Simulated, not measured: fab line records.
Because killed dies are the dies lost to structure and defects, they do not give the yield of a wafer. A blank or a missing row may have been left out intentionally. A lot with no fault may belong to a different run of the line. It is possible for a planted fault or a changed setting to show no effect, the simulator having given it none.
Which tool was responsible? | flow n5-finfet | 10 lots, 30 wafers sampled, at 1 step of a route of 1938

## WHAT THE GAUGES READ, wafer by wafer
N5_STI_FIN_REVEAL_CD_MEAS_22: target cd 6.238 nm, pitch 28 nm.
lot  | measured    | on        | cd-nm (nm)
L075 | day 2 21:31 | cd-sem-03 | 6.32 6.25 6.23
L078 | day 3 15:31 | cd-sem-01 | 6.36 6.73 6.32
L080 | day 4 01:01 | cd-sem-03 | 6.52 6.47 6.45
L082 | day 4 13:53 | cd-sem-02 | 6.06 5.65 5.99
L084 | day 5 03:48 | cd-sem-03 | 6.37 5.72 6.07
L086 | day 5 17:45 | cd-sem-01 | 6.17 6.26 6.25
L088 | day 6 03:04 | cd-sem-02 | 6.58 6.47 6.15
L090 | day 6 13:40 | cd-sem-03 | 6.48 6.43 6.77
L093 | day 7 07:13 | cd-sem-02 | 5.96 5.97 6.53
L095 | day 7 19:13 | cd-sem-03 | 6.31 6.56 6.38

## WHAT TOOL EACH LOT RAN ON (gives the tool, then ch and the chambers of the sampled wafers, and finally the start)
The record shows no process step preceding these readings.

## THE ANSWER, worked out from the rows above alone
Rule: the usual values come from the lots themselves. The widest of any qualifying gaps counts: lots, ordered by their means at a reading, are off when they make up no more than a third of the lots, leave a main group of 4 or more, and stand apart from it by 3 or more times the standard deviation of that group's means. The tables above print the reading to a certain number of digits; a main group whose means all agree to those digits is not used. Also off: a lot with no number at a reading for which 4 or more lots have one. Where the step has rows for the other lots, those lots are counted as sound.
No lot is off at any reading shown: from this, nothing can be told.

## WHAT THE SIMULATOR HAD INSERTED
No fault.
